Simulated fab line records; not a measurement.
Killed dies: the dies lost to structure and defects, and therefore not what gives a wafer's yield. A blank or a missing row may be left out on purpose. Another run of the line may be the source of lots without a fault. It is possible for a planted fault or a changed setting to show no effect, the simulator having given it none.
fab line records ; flow nand-harc
[record] lots = 13; wafers = 39; last-day = 24
route steps=1159 shown P_CONTACT@239 A_M1@1040 THIN_TSV@1125 END@1159
lots that met no fault: from a run of the same line without faults
start-h: the number of hours between the record's first day and the start of the first shown wafer of the lot ; wait-h: hours elapsed since this lot's preceding step ; " as in the row above ; L1.1+2: a single row standing in for several wafers ; - no value, or no start was given ; * or withheld: withheld ; < > ~ a bound
route shown NAME@n: NAME is a module with steps in the file, n the number in the route of the first one ; usual: average and standard deviation across the fault-free wafers ; same: alike in all rows ; chamber/n: place in a boat ; sites: per-site readings ; _std_site: the values' standard deviation ; _edge_site: outer sites' mean less inner sites' ; radius-mm: how far each site lies from the wafer's centre ; mask NAME#n: copy n ; behind: the tool/chamber that last shaped the wafer ; hold: reason for holding the lot/hours on hold/outcome of the hold ; device: names the non-switching transistor (n, p or np) ; end of line: the tests these same wafers got at the end of their route ; where a step has no rows: the recipe by itself ; killed: not the wafer's yield, but the dies lost to structure and defects at the first sort ; map: a wafer's dies, x killed, . not, _ none there
set.NAME: the run value of the setting; set.NAME@STEP: its run value at that earlier step ; model.NAME: the simulator's own value behind a step, which no gauge read
the route's steps for a sample of lots (tables are steps, rows are wafers)
services: from which hour (start-h, from the record's first day; less than 0 if before it) a tool's chamber was out of use, for how many hours, and why
[[steps]]
[step NHARC_P_CONTACT_STRIP_37]
[recipe] c4f8-flow-sccm = withheld; o2-flow-sccm = 8; ar-flow-sccm = withheld; bias-w = 0; chemistry = C4F8/O2/Ar
lot.wafer;tool;chamber;start-h;wait-h
L566.1+2+5;rie-diel-06;1,3,1;118.73;-
L567.3+4+5;rie-diel-13;3,1,3;125.97;-
L568.2+6+5;rie-diel-13;2,0,1;126.50;-
L570.1+2+6;rie-diel-10;0,3,0;147.38;-
L569.4+1+6;rie-diel-13;2,1,2;149.74;-
L573.4+3+6;rie-diel-10;2,3,3;157.56;-
L577.2+3+1;rie-diel-06;2,3,0;187.24;-
L578.2+6+5;rie-diel-13;0,2,3;196.78;-
L579.4+1+5;rie-diel-10;2,3,3;200.13;-
L580.1+4+2;rie-diel-13;2,3,0;205.29;-
L581.1+3+5;rie-diel-10;0,1,0;213.29;-
L585.2+4+5;rie-diel-10;2,0,3;237.63;-
L586.4+1+5;rie-diel-10;1,2,3;243.11;-
[step NHARC_A_M1_ETCH_35]
[recipe] target-depth-a = 400; overetch-a = 120; time-s = 43.94; ion-energy-ev = 200; n2-flow-sccm = 150; h2-flow-sccm = 150; ar-flow-sccm = 0; rf-w = 400; bias-w = 150; chemistry = N2/H2
[usual] bias-w = 150.0/0.45; drypump-motor-current-A = 5.7/0.52; oes-product-au = 1.002/0.0071; rf-vpp-V = 430.2/2.2; showerhead-plenum-p-Torr = 2.03/0.078; throttle-valve-pct = 14.172/0.009
lot.wafer;tool;chamber;start-h;wait-h;bias-w;drypump-motor-current-A;oes-product-au;rf-hours-counter-h;rf-vpp-V;showerhead-plenum-p-Torr;throttle-valve-pct
L568.2;rie-diel-08;2;409.34;0.1;150.2;5.2;1.010;3;431.6;2.05;14.186
L568.5;rie-diel-08;2;409.34;0.1;150.3;5.3;1.015;-;430.5;2.05;14.181
L568.6;rie-diel-08;3;409.34;0.1;149.3;6.1;1.001;-;432.1;2.10;14.168
L566.2;rie-diel-08;0;410.17;0.1;150.7;5.2;0.990;3;434.6;2.16;14.176
L566.1;rie-diel-08;3;410.17;0.1;150.0;6.1;1.008;3;433.0;2.10;14.158
L566.5;rie-diel-08;0;410.17;0.1;150.5;5.2;0.987;-;433.6;2.16;14.169
L567.4;rie-diel-12;0;410.77;0.1;150.1;6.1;1.012;2;429.1;2.05;14.182
L567.3;rie-diel-12;1;410.77;0.1;150.0;5.6;1.006;2;429.3;1.96;14.176
L567.5;rie-diel-12;0;410.77;0.1;150.1;6.1;1.003;-;431.0;2.05;14.170
L569.4;rie-diel-04;3;427.91;0.1;150.6;6.2;0.995;11;428.9;1.92;14.186
L569.1;rie-diel-04;0;427.91;0.1;150.2;5.1;0.999;10;431.1;2.07;14.177
L569.6;rie-diel-04;2;427.91;0.1;150.2;5.0;0.989;-;427.9;1.96;14.161
L570.2;rie-diel-08;0;440.45;0.1;150.3;5.2;0.993;4;433.0;2.16;14.174
L570.1;rie-diel-08;1;440.45;0.1;150.5;5.1;1.008;4;433.7;2.09;14.176
L570.6;rie-diel-08;0;440.45;0.1;150.1;5.3;0.990;-;432.1;2.16;14.163
L573.3;rie-diel-04;2;445.66;0.1;150.6;5.0;1.007;12;428.1;1.96;14.180
L573.4;rie-diel-04;3;445.66;0.1;149.8;6.2;1.010;12;427.9;1.92;14.168
L573.6;rie-diel-04;0;445.66;0.1;149.1;5.1;0.993;-;432.5;2.07;14.194
L577.2;rie-diel-08;1;472.97;0.1;149.7;5.2;0.996;5;433.1;2.09;14.177
L577.3;rie-diel-08;2;472.97;0.1;150.6;5.3;1.013;5;431.1;2.05;14.159
L577.1;rie-diel-08;3;472.97;0.1;149.5;6.1;1.005;5;432.1;2.10;14.179
L578.2;rie-diel-04;0;486.82;0.1;150.1;5.1;0.999;1;431.6;2.07;14.178
L578.6;rie-diel-04;3;486.82;0.1;149.9;6.2;1.003;-;427.7;1.92;14.162
L578.5;rie-diel-04;0;486.82;0.1;150.1;5.1;0.996;-;432.3;2.07;14.160
L580.4;rie-diel-12;3;495.46;0.1;150.1;5.9;0.998;6;429.7;2.00;14.166
L580.1;rie-diel-12;0;495.46;0.1;150.3;6.2;1.004;6;431.5;2.05;14.175
L580.2;rie-diel-12;1;495.46;0.1;150.8;5.6;1.000;6;427.7;1.96;14.172
L581.3;rie-diel-12;3;498.06;0.1;149.6;5.9;0.997;6;429.2;2.00;14.193
L581.1;rie-diel-12;0;498.06;0.1;150.0;6.2;0.998;6;429.6;2.05;14.177
L581.5;rie-diel-12;0;498.06;0.1;149.8;6.2;1.008;-;429.9;2.05;14.175
L579.4;rie-diel-04;0;501.13;0.1;151.1;5.1;1.000;2;431.3;2.07;14.179
L579.1;rie-diel-04;1;501.13;0.1;149.3;6.4;1.019;2;427.1;1.94;14.168
L579.5;rie-diel-04;3;501.13;0.1;150.1;6.2;1.016;-;428.2;1.92;14.174
L586.1;rie-diel-04;0;530.90;0.1;150.5;5.1;0.990;5;430.5;2.07;14.166
L586.4;rie-diel-04;3;530.90;0.1;149.4;6.2;0.997;5;426.7;1.92;14.168
L586.5;rie-diel-04;0;530.90;0.1;150.4;5.1;0.988;-;432.0;2.07;14.173
L585.2;rie-diel-08;2;542.14;0.1;150.2;5.2;1.000;1;431.7;2.05;14.175
L585.4;rie-diel-08;0;542.14;0.1;149.5;5.2;0.997;1;434.1;2.15;14.199
L585.5;rie-diel-08;1;542.14;0.1;150.3;5.2;1.000;-;431.8;2.09;14.175
[step NHARC_THIN_TSV_ETCHBACK_48]
[recipe] target-depth-a = 10285; over-etch-frac = 0.3; time-s = 405.17; ion-energy-ev = 250; c4f8-flow-sccm = withheld; ar-flow-sccm = withheld; rf-w = 600; bias-w = 300; chemistry = C4F8/Ar
[usual] bias-w = 300.0/0.96; oes-product-au = 0.96/0.033; rf-vpp-V = 547/3.6
[same] over-etch-frac = 0.3
lot.wafer;tool;chamber;start-h;wait-h;bias-w;oes-product-au;rf-hours-counter-h;rf-vpp-V
L568.2;rie-diel-09;0;454.20;-;299.2;0.97;1;550
L568.6;rie-diel-09;1;454.20;-;301.1;0.98;-;542
L568.5;rie-diel-09;2;454.20;-;299.9;0.99;-;543
L566.2;rie-diel-09;0;455.63;-;300.6;0.99;1;549
L566.1;rie-diel-09;2;455.63;-;299.9;1.00;2;541
L566.5;rie-diel-09;3;455.63;-;299.4;1.01;-;550
L567.3;rie-diel-09;2;457.59;-;299.7;1.01;2;544
L567.4;rie-diel-09;3;457.59;-;299.4;1.01;1;552
L567.5;rie-diel-09;3;457.59;-;301.4;1.01;-;551
L569.4;rie-diel-09;3;458.69;-;299.3;1.01;2;550
L569.1;rie-diel-09;2;458.69;-;300.8;1.01;2;545
L569.6;rie-diel-09;0;458.69;-;300.9;1.00;-;551
L570.1;rie-diel-13;2;463.15;-;300.8;1.00;0;549
L570.2;rie-diel-13;0;463.15;-;301.1;1.00;0;544
L570.6;rie-diel-13;2;463.15;-;298.5;1.00;-;549
L573.3;rie-diel-13;2;471.53;-;299.9;0.97;1;550
L573.4;rie-diel-13;1;471.53;-;300.3;0.96;-;551
L573.6;rie-diel-13;2;471.53;-;300.4;0.96;-;550
L577.2;rie-diel-09;3;496.97;-;299.3;1.01;5;551
L577.1;rie-diel-09;0;496.97;-;301.4;1.00;5;549
L577.3;rie-diel-09;1;496.97;-;299.3;1.00;5;544
L578.2;rie-diel-13;3;508.90;-;298.4;1.00;3;550
L578.6;rie-diel-13;3;508.90;-;299.3;1.01;-;551
L578.5;rie-diel-13;0;508.90;-;301.0;1.00;-;546
L580.1;rie-diel-13;3;518.37;-;299.5;0.95;4;551
L580.4;rie-diel-13;0;518.37;-;300.6;0.92;7;545
L580.2;rie-diel-13;2;518.37;-;301.0;0.91;7;548
L581.1;rie-diel-09;3;519.63;-;300.5;0.93;7;551
L581.3;rie-diel-09;0;519.63;-;298.9;0.94;7;551
L581.5;rie-diel-09;0;519.63;-;300.6;0.92;-;549
L579.4;rie-diel-09;1;527.49;-;297.8;0.92;7;543
L579.1;rie-diel-09;3;527.49;-;299.6;0.94;7;550
L579.5;rie-diel-09;1;527.49;-;299.4;0.93;-;544
L586.4;rie-diel-05;0;555.24;-;300.1;0.93;2;544
L586.1;rie-diel-05;1;555.24;-;299.9;0.92;2;542
L586.5;rie-diel-05;3;555.24;-;299.8;0.93;-;549
L585.2;rie-diel-13;1;565.19;-;299.3;0.97;12;551
L585.4;rie-diel-13;0;565.19;-;300.0;0.98;12;545
L585.5;rie-diel-13;2;565.19;-;300.6;0.97;-;548
[step NHARC_THIN_TSV_ANNEAL_52]
[recipe] temp-c = 225; time-s = 90
[usual] wafer_temp_C_max = 226.36/0.29
lot.wafer;tool;chamber;start-h;wait-h;wafer_temp_C_max
L568.2;rtp-anneal-01;0;456.03;0.6;226.30
L568.5;rtp-anneal-01;0;456.03;0.6;225.89
L568.6;rtp-anneal-01;0;456.03;0.6;225.99
L566.1;rtp-anneal-02;0;457.31;0.5;226.83
L566.2;rtp-anneal-02;0;457.31;0.5;226.51
L566.5;rtp-anneal-02;0;457.31;0.5;226.76
L567.3;rtp-anneal-02;0;459.40;0.4;226.48
L567.4;rtp-anneal-02;0;459.40;0.4;226.42
L567.5;rtp-anneal-02;0;459.40;0.4;226.55
L569.1;rtp-anneal-02;0;460.44;0.5;225.99
L569.4;rtp-anneal-02;0;460.44;0.5;226.58
L569.6;rtp-anneal-02;0;460.44;0.5;226.97
L570.1;rtp-anneal-02;0;464.94;0.5;226.21
L570.2;rtp-anneal-02;0;464.94;0.5;226.28
L570.6;rtp-anneal-02;0;464.94;0.5;226.38
L573.3;rtp-anneal-02;0;473.40;0.6;226.42
L573.4;rtp-anneal-02;0;473.40;0.6;226.25
L573.6;rtp-anneal-02;0;473.40;0.6;225.91
L577.1;rtp-anneal-01;0;499.08;0.9;226.21
L577.2;rtp-anneal-01;0;499.08;0.9;226.58
L577.3;rtp-anneal-01;0;499.08;0.9;226.39
L578.2;rtp-anneal-02;0;510.66;0.7;226.43
L578.5;rtp-anneal-02;0;510.66;0.7;227.58
L578.6;rtp-anneal-02;0;510.66;0.7;226.19
L580.1;rtp-anneal-02;0;520.07;0.5;226.14
L580.2;rtp-anneal-02;0;520.07;0.5;226.14
L580.4;rtp-anneal-02;0;520.07;0.5;227.03
L581.1;rtp-anneal-02;0;521.37;0.7;226.69
L581.3;rtp-anneal-02;0;521.37;0.7;226.12
L581.5;rtp-anneal-02;0;521.37;0.7;226.28
L579.1;rtp-anneal-01;0;529.16;0.5;226.15
L579.4;rtp-anneal-01;0;529.16;0.5;226.16
L579.5;rtp-anneal-01;0;529.16;0.5;225.83
L586.1;rtp-anneal-02;0;557.18;0.6;227.00
L586.4;rtp-anneal-02;0;557.18;0.6;226.50
L586.5;rtp-anneal-02;0;557.18;0.6;226.46
L585.2;rtp-anneal-02;0;566.95;0.6;226.38
L585.4;rtp-anneal-02;0;566.95;0.6;226.45
L585.5;rtp-anneal-02;0;566.95;0.6;226.18
[step NHARC_END_SORT_01]
[recipe] temp-c = 25
[usual] killed-at-array = 28/11; killed-at-other = 0.8/1.3; killed-at-periphery = 3.6/2.5; killed-dies = 32/11; killed-open = 3.0/1.8; killed-short = 2.0/1.5
[same] gross-dies = 677
lot.wafer;tool;chamber;start-h;wait-h;killed-at-array;killed-at-other;killed-at-periphery;killed-dies;killed-open;killed-short
L578.2;prober-02;0;525.03;2.8;10;0;44;54;2;1
L578.5;prober-02;0;527.42;3.7;29;0;91;120;5;3
L578.6;prober-02;0;528.21;4.0;22;1;47;70;2;1
L580.1;prober-01;0;531.18;2.5;34;0;49;83;4;3
L580.2;prober-01;0;531.99;2.8;27;0;43;70;6;0
L580.4;prober-01;0;533.61;3.4;25;0;91;116;3;4
// killed by level:class
L578.2 P_CONTACT:unspecified=40 A_CHANNEL_HOLE_D1:chamber-film-flake=4 A_CONTACT:chamber-film-flake=4 P_CONTACT:geometric-particle:open=1 P_M2:geometric-particle:open=1 A_M0:geometric-particle:short=1 P_ZERO_WELL:chamber-film-flake=1 P_M2:chamber-film-flake=1
L578.5 P_CONTACT:unspecified=88 A_CHANNEL_HOLE_D1:chamber-film-flake=15 A_CONTACT:chamber-film-flake=5 A_CHANNEL_FILL_D1:geometric-particle:short=2 A_M0:geometric-particle:open=2 A_STAIRCASE:chamber-film-flake=2 P_CONTACT:geometric-particle:open=1 P_M0:geometric-particle:open=1
L578.6 P_CONTACT:unspecified=46 A_CHANNEL_HOLE_D1:chamber-film-flake=10 A_CONTACT:chamber-film-flake=7 A_STAIRCASE:chamber-film-flake=3 A_CHANNEL_FILL_D1:geometric-particle:open=1 A_M0:geometric-particle:open=1 P_BONDPAD:chamber-film-flake=1 STARTING-WAFER:geometric-particle:short=1
L580.1 P_CONTACT:unspecified=47 A_CHANNEL_HOLE_D1:chamber-film-flake=20 A_STAIRCASE:chamber-film-flake=3 A_CONTACT:chamber-film-flake=2 A_M1:chamber-film-flake=2 P_GATE:geometric-particle:short=1 P_GATE:geometric-particle:open=1 A_SOURCE_PLATE:geometric-particle:open=1
L580.2 P_CONTACT:unspecified=38 A_CHANNEL_HOLE_D1:chamber-film-flake=8 A_STAIRCASE:chamber-film-flake=5 A_CONTACT:chamber-film-flake=5 A_WL_FILL:geometric-particle:open=4 P_GATE:chamber-film-flake=2 P_M1:chamber-film-flake=2 A_WL_FILL:chamber-film-flake=2
L580.4 P_CONTACT:unspecified=90 A_CHANNEL_HOLE_D1:chamber-film-flake=12 A_WL_FILL:geometric-particle:short=2 A_STAIRCASE:chamber-film-flake=2 A_WL_FILL:chamber-film-flake=2 A_CONTACT:chamber-film-flake=2 A_SOURCE_PLATE:geometric-particle:open=1 A_CHANNEL_FILL_D1:geometric-particle:short=1
[[services]]
tool;chamber;start-h;hours;kind
rie-diel-13;-;99.00;9.0;pm
rie-diel-13;3;115.32;4.6;repair
rie-diel-09;2;118.57;4.9;repair
rie-diel-13;1;131.91;7.5;repair
rie-diel-10;0;168.76;4.2;repair
rie-diel-10;-;176.50;9.0;pm
rie-diel-09;3;178.54;15.0;repair
rie-diel-13;0;188.16;5.6;repair
rie-diel-09;0;223.01;9.5;repair
rie-diel-09;-;254.13;9.0;pm
rie-diel-13;-;276.00;9.0;pm
rie-diel-09;1;288.73;10.5;repair
rtp-anneal-02;-;300.15;12.0;pm
rie-diel-09;1;305.33;8.9;repair
rie-diel-09;-;337.12;0.5;repair
rie-diel-13;1;347.00;4.5;repair
rie-diel-13;3;355.72;128.7;repair
rie-diel-09;2;363.04;7.2;repair
rie-diel-09;3;428.29;8.4;repair
rie-diel-09;-;431.13;9.0;pm
rie-diel-13;-;453.00;9.0;pm
rie-diel-09;2;467.11;20.8;repair
rie-diel-13;3;536.92;2.9;repair
rie-diel-13;-;562.86;1.6;repair
[[key]]
[first-sign] step = NHARC_END_SORT_01; reading = killed-at-periphery; direction = up; sigmas = 23; usual = 3.6; struck = 60.8
[effect] step = NHARC_END_SORT_01; reading = killed-dies; direction = up; sigmas = 4.8; usual = 32; struck = 86
[more-kills-born-at] NHARC_P_CONTACT_STRIP_37@rie-diel-13 = 349
met-at NHARC_P_CONTACT_STRIP_37
struck-lots L578,L580
tester-left-out L578,L580
not-acting-at NHARC_A_M1_ETCH_35,NHARC_THIN_TSV_ETCHBACK_48,NHARC_THIN_TSV_ANNEAL_52
onset-between 149.74 196.78
[fault] kind = chamber-particle-source; tool = rie-diel-13; chamber = -; onset-h = 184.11; steps = NHARC_P_CONTACT_STRIP_37; rate-per-visit-cm2 = 2.1073; end-h = 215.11
// tester-left-out: of these lots the tester's yield and bins aren't shown, on N5 and GAA mostly nor the transistor test; their killed dies are dies lost to structure and defects alone, not to doping, threshold or leakage, so they don't give the yield
